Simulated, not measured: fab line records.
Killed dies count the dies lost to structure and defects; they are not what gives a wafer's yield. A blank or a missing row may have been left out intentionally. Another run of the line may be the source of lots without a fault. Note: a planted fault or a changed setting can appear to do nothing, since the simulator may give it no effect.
Chamber matching :: flow nandHarc :: NHARC_A_M1_ETCH_35 on rieDiel-03 has 4 sister chambers
The step etches the open film in N2/H2, target depth 40 nm, overetch 12 nm, time 43.94 s. 8 wafers are shown with their chamber, then 7 later ones without.

WAFERS WITH THEIR CHAMBER
wafer: L937.3
chamber: 2
showerheadPlenumPTorr (Torr): 2.13
drypumpMotorCurrentA (A): 5.47

wafer: L945.3
chamber: 3
showerheadPlenumPTorr (Torr): 2.15
drypumpMotorCurrentA (A): 4.97

wafer: L945.6
chamber: 1
showerheadPlenumPTorr (Torr): 2.09
drypumpMotorCurrentA (A): 5.58

wafer: L947.2
chamber: 1
showerheadPlenumPTorr (Torr): 2.09
drypumpMotorCurrentA (A): 5.54

wafer: L947.4
chamber: 0
showerheadPlenumPTorr (Torr): 1.98
drypumpMotorCurrentA (A): 5.30

wafer: L947.6
chamber: 3
showerheadPlenumPTorr (Torr): 2.14
drypumpMotorCurrentA (A): 4.97

wafer: L955.1
chamber: 0
showerheadPlenumPTorr (Torr): 1.98
drypumpMotorCurrentA (A): 5.28

wafer: L955.2
chamber: 2
showerheadPlenumPTorr (Torr): 2.13
drypumpMotorCurrentA (A): 5.47

WAFERS WHOSE CHAMBER IS MISSING
wafer: L955.3
showerheadPlenumPTorr (Torr): 2.15
drypumpMotorCurrentA (A): 4.92

wafer: L956.1
showerheadPlenumPTorr (Torr): 2.09
drypumpMotorCurrentA (A): 5.56

wafer: L956.2
showerheadPlenumPTorr (Torr): 2.14
drypumpMotorCurrentA (A): 4.96

wafer: L956.6
showerheadPlenumPTorr (Torr): 2.09
drypumpMotorCurrentA (A): 5.56

wafer: L959.3
showerheadPlenumPTorr (Torr): 1.98
drypumpMotorCurrentA (A): 5.26

wafer: L959.4
showerheadPlenumPTorr (Torr): 1.98
drypumpMotorCurrentA (A): 5.29

wafer: L959.6
showerheadPlenumPTorr (Torr): 2.14
drypumpMotorCurrentA (A): 4.95

WHICH CHAMBER EACH WENT THROUGH
wafer: L955.3
from the rows above: 3
in truth: 3

wafer: L956.1
from the rows above: 1
in truth: 1

wafer: L956.2
from the rows above: 3
in truth: 3

wafer: L956.6
from the rows above: 1
in truth: 1

wafer: L959.3
from the rows above: 0
in truth: 0

wafer: L959.4
from the rows above: 0
in truth: 0

wafer: L959.6
from the rows above: 3
in truth: 3
7 of 7 placed correctly. Not placeable from these rows: 0. Placed wrongly: 0.
How it was worked out, from the rows above alone: a wafer's distance from a chamber is the root of the sum, over the readings, of the square of ((its reading less the chamber's mean) divided by the reading's scatter). If the next closest chamber is less than 2 further off than the closest, the wafer can't be placed; otherwise it belongs to the closest. For every chamber, the mean is computed from those of its wafers that are shown. The scatter is the square root of a quotient: the sum, over the shown wafers, of each reading's squared deviation from its chamber's mean, divided by wafers minus chambers.
